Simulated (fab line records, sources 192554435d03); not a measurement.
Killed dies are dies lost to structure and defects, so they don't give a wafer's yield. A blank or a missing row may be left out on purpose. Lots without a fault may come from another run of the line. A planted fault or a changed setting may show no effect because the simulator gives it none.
Chamber matching | flow n5_finfet | N5_ZERO_LAYER_PECVD_02 on pecvd-01: 3 sister chambers
The step deposits SiO2 from SiH4/N2O, target thk 10 nm, time 6 s. 18 wafers are shown with their chamber, then 9 later ones without.

WAFERS WITH THEIR CHAMBER
wafer  | chamber | showerhead_plenum_p_Torr (Torr) | heater_power_w (W)
L076.1 | 2       | 8.11                            | 682
L076.4 | 1       | 8.03                            | 699
L076.6 | 2       | 8.08                            | 702
L078.1 | 2       | 8.09                            | 713
L078.3 | 2       | 8.08                            | 727
L078.5 | 0       | 7.81                            | 752
L082.2 | 2       | 8.08                            | 686
L082.4 | 1       | 8.04                            | 687
L082.6 | 2       | 8.10                            | 697
L083.1 | 0       | 7.80                            | 778
L083.5 | 0       | 7.83                            | 792
L083.6 | 1       | 8.01                            | 702
L084.3 | 1       | 8.04                            | 606
L084.4 | 2       | 8.07                            | 717
L084.5 | 0       | 7.83                            | 735
L087.3 | 1       | 8.04                            | 703
L087.4 | 2       | 8.10                            | 689
L087.6 | 0       | 7.79                            | 742

SIGNATURES (means of the wafers above)
reading                  | chamber 0 | chamber 1 | chamber 2 | scatter within a chamber
showerhead_plenum_p_Torr | 7.8120    | 8.0320    | 8.0887    | 0.0147
heater_power_w           | 759.80    | 679.40    | 701.62    | 27.2
Rule: a wafer's distance from a chamber is the root of the sum, over the readings, of the square of ((its reading less the chamber's mean) divided by the reading's scatter). The wafer belongs to the nearest chamber; if the next one is less than 2 further off, it can't be placed. The scatter: the root of (the sum of the squares of (reading less its chamber's mean) over the shown wafers, divided by (wafers less chambers)).

WAFERS WITHOUT THEIR CHAMBER
wafer  | showerhead_plenum_p_Torr (Torr) | heater_power_w (W)
L090.3 | 8.08                            | 636
L090.4 | 8.09                            | 651
L090.6 | 8.02                            | 615
L096.2 | 8.03                            | 649
L096.3 | 7.82                            | 758
L096.4 | 8.10                            | 720
L097.1 | 8.05                            | 734
L097.2 | 8.10                            | 718
L097.6 | 7.83                            | 753

WHICH CHAMBER EACH WENT THROUGH
wafer  | from the rows above     | in truth
L090.3 | can't be placed: 2 or 1 | 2
L090.4 | 2                       | 2
L090.6 | 1                       | 1
L096.2 | 1                       | 1
L096.3 | 0                       | 0
L096.4 | 2                       | 2
L097.1 | can't be placed: 1 or 2 | 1
L097.2 | 2                       | 2
L097.6 | 0                       | 0
Placed correctly: 7 of 9. Can't be placed from these rows: 2 (the true chamber is among the candidates in 2). Placed wrongly: 0.
